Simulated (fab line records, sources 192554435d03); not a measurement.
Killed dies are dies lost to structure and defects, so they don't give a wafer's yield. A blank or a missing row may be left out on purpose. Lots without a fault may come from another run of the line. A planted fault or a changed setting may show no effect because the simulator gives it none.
Chamber matching | flow n5_finfet | N5_BEOL_M0_SAQP_ETCH_84 on rie_diel-05: 4 sister chambers
The step etches SOC in N2/H2, target depth 100 nm, overetch 20 nm, time 150 s. 8 wafers are shown with their chamber, then 10 later ones without.

WAFERS WITH THEIR CHAMBER
wafer  | chamber | throttle_valve_pct (%) | oes_product_au (a.u.)
L077.6 | 1       | 17.35                  | 0.81
L080.1 | 0       | 17.90                  | 0.80
L080.3 | 1       | 17.35                  | 0.80
L081.1 | 0       | 17.89                  | 0.79
L085.4 | 3       | 17.89                  | 0.63
L085.5 | 2       | 17.72                  | 0.73
L088.1 | 2       | 17.76                  | 0.73
L088.4 | 3       | 17.90                  | 0.63

WAFERS WITHOUT THEIR CHAMBER
wafer  | throttle_valve_pct (%) | oes_product_au (a.u.)
L088.5 | 17.92                  | 0.78
L092.1 | 17.91                  | 0.63
L092.2 | 17.77                  | 0.72
L092.3 | 17.93                  | 0.77
L094.1 | 17.75                  | 0.73
L094.4 | 17.39                  | 0.78
L094.5 | 17.38                  | 0.77
L095.2 | 17.76                  | 0.72
L095.4 | 17.93                  | 0.76
L095.6 | 17.39                  | 0.77

WHICH CHAMBER EACH WENT THROUGH
wafer  | from the rows above | in truth
L088.5 | 0                   | 0
L092.1 | 3                   | 3
L092.2 | 2                   | 2
L092.3 | 0                   | 0
L094.1 | 2                   | 2
L094.4 | 1                   | 1
L094.5 | 1                   | 1
L095.2 | 2                   | 2
L095.4 | 0                   | 0
L095.6 | 1                   | 1
Placed correctly: 10 of 10. Can't be placed from these rows: 0. Placed wrongly: 0.
How it was worked out, from the rows above alone: a wafer's distance from a chamber is the root of the sum, over the readings, of the square of ((its reading less the chamber's mean) divided by the reading's scatter). The wafer belongs to the nearest chamber; if the next one is less than 2 further off, it can't be placed. A chamber's mean is the mean of its shown wafers. The scatter: the root of (the sum of the squares of (reading less its chamber's mean) over the shown wafers, divided by (wafers less chambers)).
